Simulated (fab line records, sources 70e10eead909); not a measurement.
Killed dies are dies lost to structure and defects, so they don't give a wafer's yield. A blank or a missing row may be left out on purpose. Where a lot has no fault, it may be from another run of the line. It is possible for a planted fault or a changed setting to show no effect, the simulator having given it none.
A struck lot beside a sound one    flow nand harc    16 steps out of a route of 1159
Sound: the wafers L411.1, L411.3, L411.5. Wafers L417.2, L417.3, L417.5 were the ones struck. The cause is given at the end.
For every step that has rows: the tool of each side, followed by ch and its chambers, followed by its first start. Under that, the readings that differ: sound wafers    struck wafers    difference of the means    sigmas: that difference in standard deviations of wafers without a fault.
alike: a reading whose means differ by less than 2 such deviations, as well as words and numbers matching on both sides. not compared: withheld readings; readings where some wafer has no value; bounds like >300 that might hide an equal value; numbers whose values overlap and for which the record gives no deviation.
Wherever a step has rows on one side only, a row that says differs or no value, or a row with sigmas, the two part there. When numbers do not overlap yet have no deviation, they are printed without sigmas and do not part them. Lack of a reading on every wafer of one side parts them only where that side has two or more wafers.

NHARC_A_BLC_ETCH_16: etches the open film in CF4, target depth 39 nm, time 65 s.
  sound on rie diel-12 ch 0,1,3, day 19 06:13; struck on rie diel-12 ch 0,1,2, day 20 21:46
  alike: drypump motor current A, oes product au, rf vpp V, showerhead plenum p Torr, throttle valve pct
  not compared: rf hours counter h
NHARC_A_BLC_ETCH_17: etches the open film in N2/H2, target depth 390 nm, time 609.38 s.
  sound on rie diel-12 ch 0,1,3; struck on rie diel-12 ch 0,2
  alike: drypump motor current A, oes product au, rf vpp V, showerhead plenum p Torr, throttle valve pct
  not compared: rf hours counter h
then, 1 step without rows for these wafers: NHARC_A_BLC_ETCH_18 (etches the open film in C4F8/O2/Ar, target depth 910 nm).
NHARC_A_BLC_CD_MEAS_19:
  sound on cd sem-01, day 19 07:06; struck on cd sem-02, day 20 22:49
  alike: cd nm
then, 3 steps without rows for these wafers: NHARC_A_BLC_STRIP_29 (strips in CF4); NHARC_A_BLC_STRIP_21 (strips in O2); NHARC_A_BLC_STRIP_22 (strips in post etch residue remover, time 600 s).
NHARC_A_BLC_DEGAS_30: time 60 s.
  sound on pvd sputter-02, day 19 07:43; struck on pvd sputter-03, day 20 23:27
  alike: heater power w
then, 1 step without rows for these wafers: NHARC_A_BLC_PRE_CLEAN_31 (time 15 s).
NHARC_A_BLC_PVD_32: deposits Ti, target thk 5 nm, time 17.7 s.
  sound on pvd sputter-02; struck on pvd sputter-03
reading                 sound           struck          difference  sigmas
throttle valve pct (%)  31.6 28.7 31.3  27.5 29.6 27.6  -2.3        -2
  alike: cathode dc power W
then, 1 step without rows for these wafers: NHARC_A_BLC_ALD_23 (deposits TiN, target thk 3 nm, pulse time 1 s, ald cycles 150).
NHARC_A_BLC_CVD_24: deposits W, target thk 150 nm, time 434 s.
  sound on cvd w-01 ch 0,1; struck on cvd w-02 ch 0,1
  alike: chamber pressure Torr, heater power w, throttle valve pct
  not compared: since wet clean h
NHARC_A_BLC_CMP_25: polishes, t overpolish 30 s, target thk 150 nm.
  sound on cmp-04 ch 0,2,3, day 19 08:41; struck on cmp-02 ch 0,1, day 21 13:02
  no value came back on the struck wafers for edge zone pressure frac, motor current A (A), overpolish run s (s), time to endpoint s (s); on the sound wafers edge zone pressure frac reads 0.994 0.998 1.008
next, for these wafers, 1 step has no rows: NHARC_A_BLC_SRD_27.
NHARC_A_BLC_INSPECT_28:
  sound on defect inspect-02, day 19 09:05; struck on defect inspect-01, day 21 13:27
reading           sound        struck          difference  sigmas
raw defect count  330 697 794  6663 6734 6671  +6082       +51
-- record jumps: 3 days between struck wafers' starts before vs after; left off in module A_BLC, resumes in module END, first step shown is number 1159 of the route --
NHARC_END_SORT_01:
  here the record holds rows for the struck wafers (prober-02 ch 0, day 24 16:47) but none for the sound ones

## WHERE THEY PART
Earliest at NHARC_A_BLC_PVD_32; latest, in this record, at NHARC_END_SORT_01.

WHY: the cause the simulator had injected
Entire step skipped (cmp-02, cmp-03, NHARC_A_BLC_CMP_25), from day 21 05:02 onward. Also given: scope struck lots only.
